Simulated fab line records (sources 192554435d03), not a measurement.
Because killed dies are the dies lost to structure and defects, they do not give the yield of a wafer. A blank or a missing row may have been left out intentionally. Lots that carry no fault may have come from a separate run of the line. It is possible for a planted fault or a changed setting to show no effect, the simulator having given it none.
Matching of chambers	flow n5-finfet	4 sister chambers for N5_DUMMY_GATE_ETCH_42 on rie-diel-04
The step etches SiO2 in CHF3/O2, target depth 3.5 nm, time 31 s. 14 wafers are shown with their chamber, then 7 later ones without.

EACH WAFER AND ITS CHAMBER
wafer	chamber	showerhead-plenum-p-Torr (Torr)	throttle-valve-pct (%)	oes_f_703_au (a.u.)
L075.1	3	2.57	18.76	0.91
L075.4	2	2.42	18.75	0.77
L075.6	0	2.31	19.00	0.74
L077.2	1	2.50	18.93	0.69
L077.4	0	2.31	19.02	0.74
L077.5	2	2.42	18.75	0.77
L087.1	0	2.31	19.03	0.72
L087.3	2	2.41	18.80	0.75
L087.6	1	2.49	18.94	0.67
L088.2	0	2.31	19.03	0.72
L088.4	1	2.49	18.95	0.67
L088.5	3	2.56	18.77	0.87
L089.4	0	2.30	19.05	0.72
L089.5	2	2.41	18.79	0.75

SIGNATURES (means of the wafers above)
reading	chamber 0	chamber 1	chamber 2	chamber 3	scatter within a chamber
showerhead-plenum-p-Torr	2.3080	2.4933	2.4150	2.5650	0.00545
throttle-valve-pct	19.0260	18.9400	18.7725	18.7650	0.0191
oes_f_703_au	0.7280	0.6767	0.7600	0.8900	0.014
Rule: a wafer lies at a distance from a chamber equal to the root of the sum of squares, over the readings, of (its reading less the chamber's mean, divided by the reading's scatter). The wafer belongs to the nearest chamber; if the next one is less than 2 further off, it can't be placed. The scatter: the root of (the sum of the squares of (reading less its chamber's mean) over the shown wafers, divided by (wafers less chambers)).

WAFERS WITH NO CHAMBER GIVEN
wafer	showerhead-plenum-p-Torr (Torr)	throttle-valve-pct (%)	oes_f_703_au (a.u.)
L089.6	2.56	18.77	0.87
L090.1	2.49	18.98	0.66
L090.3	2.41	18.82	0.74
L090.5	2.56	18.77	0.87
L094.1	2.49	18.96	0.66
L094.5	2.49	19.00	0.67
L094.6	2.30	19.06	0.72

WHICH CHAMBER EACH ONE RAN IN
wafer	from the rows above	in truth
L089.6	3	3
L090.1	1	1
L090.3	2	2
L090.5	3	3
L094.1	1	1
L094.5	1	1
L094.6	0	0
7 of 7 placed correctly. Not placeable from these rows: 0. 0 placed wrongly.
